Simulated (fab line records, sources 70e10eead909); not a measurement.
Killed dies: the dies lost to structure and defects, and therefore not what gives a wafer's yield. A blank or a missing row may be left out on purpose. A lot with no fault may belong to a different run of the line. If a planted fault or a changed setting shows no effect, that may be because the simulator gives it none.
Chamber matching | flow nand harc | 4 sister chambers for NHARC_P_CONTACT_CMP_24 on cmp-03
The step polishes, t overpolish 30 s, target thk 200 nm. 7 wafers are shown with their chamber, then 7 later ones without.

## EACH WAFER AND ITS CHAMBER
wafer  | chamber | motor current A (A) | time to endpoint s (s)
L074.5 | 1       | 14.1                | 38
L082.1 | 2       | 13.4                | 39
L084.3 | 0       | 13.4                | 40
L084.4 | 3       | 11.8                | 44
L084.5 | 2       | 12.9                | 39
L090.1 | 3       | 11.6                | 42
L090.4 | 1       | 14.5                | 36

## WAFERS WHOSE CHAMBER IS MISSING
wafer  | motor current A (A) | time to endpoint s (s)
L090.5 | 11.4                | 39
L093.1 | 13.3                | 38
L093.2 | 14.9                | 35
L093.4 | 11.3                | 39
L096.2 | 11.3                | 37
L096.3 | 13.8                | 35
L096.5 | 11.7                | 38

## WHICH CHAMBER EACH ONE RAN IN
wafer  | from the rows above     | in truth
L090.5 | 3                       | 3
L093.1 | can't be placed: 2 or 0 | 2
L093.2 | 1                       | 1
L093.4 | 3                       | 3
L096.2 | can't be placed: 3 or 2 | 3
L096.3 | can't be placed: 1 or 2 | 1
L096.5 | can't be placed: 3 or 2 | 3
Placed correctly: 3 of 7. Can't be placed from these rows: 4 (the true chamber is among the candidates in 4). Placed wrongly: 0.
How it was worked out, from the rows above alone: a wafer's distance from a chamber is the root of the sum, over the readings, of the square of ((its reading less the chamber's mean) divided by the reading's scatter). The wafer belongs to the nearest chamber; if the next one is less than 2 further off, it can't be placed. Each chamber's mean is taken over the wafers shown for it. The scatter is the square root of a quotient: the sum, over the shown wafers, of each reading's squared deviation from its chamber's mean, divided by wafers minus chambers.
